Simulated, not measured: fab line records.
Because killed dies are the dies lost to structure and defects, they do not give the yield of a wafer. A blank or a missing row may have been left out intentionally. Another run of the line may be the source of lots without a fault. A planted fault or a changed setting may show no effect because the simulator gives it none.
Matching of chambers    flow n5Finfet    pecvd-04 running N5_BEOL_M3_DEP_57: 3 sister chambers
The step deposits SiCN from 3MS/NH3, target thk 8 nm, time 14 s. 22 wafers are shown with their chamber, then 11 later ones without.

## WAFERS, EACH WITH ITS CHAMBER
wafer   chamber  showerheadPlenumPTorr (Torr)  throttleValvePct (%)
L077.1  0        3.648                         8.8
L077.4  1        3.659                         9.7
L077.6  0        3.657                         9.0
L076.1  1        3.660                         9.5
L076.4  0        3.661                         8.9
L076.5  1        3.653                         9.5
L078.1  2        3.672                         9.7
L078.2  1        3.662                         9.5
L078.3  0        3.657                         8.6
L081.2  1        3.656                         9.7
L081.4  1        3.655                         9.5
L081.5  1        3.665                         9.7
L082.3  1        3.663                         9.7
L082.4  0        3.660                         8.7
L082.5  0        3.658                         8.9
L090.1  0        3.665                         8.8
L090.2  1        3.659                         9.5
L090.3  2        3.672                         8.2
L092.1  2        3.670                         8.6
L092.4  2        3.668                         8.4
L092.5  1        3.651                         9.5
L091.1  2        3.670                         8.5

SIGNATURES (averages over the wafers above)
reading                chamber 0  chamber 1  chamber 2  scatter within a chamber
showerheadPlenumPTorr  3.65800    3.65830    3.67040    0.00434
throttleValvePct       8.814      9.580      8.680      0.29
Rule: for each reading, subtract the chamber's mean from the wafer's reading, divide by that reading's scatter and square the result; add these up over the readings and take the root, which gives the wafer's distance from the chamber. If the next closest chamber is less than 2 further off than the closest, the wafer can't be placed; otherwise it belongs to the closest. How the scatter is found: for the shown wafers, subtract from each reading the mean of its chamber, square and add these, divide the total by (wafers less chambers), then take the root.

## WAFERS WITH NO CHAMBER GIVEN
wafer   showerheadPlenumPTorr (Torr)  throttleValvePct (%)
L091.2  3.662                         9.1
L091.5  3.655                         9.1
L093.1  3.661                         9.4
L093.2  3.659                         9.2
L093.5  3.656                         9.0
L096.1  3.669                         8.3
L096.2  3.659                         9.9
L096.6  3.660                         9.8
L097.1  3.658                         9.5
L097.2  3.680                         8.5
L097.4  3.661                         9.0

## THE CHAMBER EACH PASSED THROUGH
wafer   from the rows above           in truth
L091.2  can't be placed: 0 or 1 or 2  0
L091.5  can't be placed: 0 or 1       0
L093.1  can't be placed: 1 or 0       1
L093.2  can't be placed: 1 or 0 or 2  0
L093.5  can't be placed: 0 or 1       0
L096.1  can't be placed: 2 or 0       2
L096.2  1                             1
L096.6  1                             1
L097.1  1                             1
L097.2  2                             2
L097.4  can't be placed: 0 or 1 or 2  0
Placed correctly: 4 of 11. Not placeable from these rows: 7 (in 7, the candidates include the true chamber). Wrongly placed: 0.
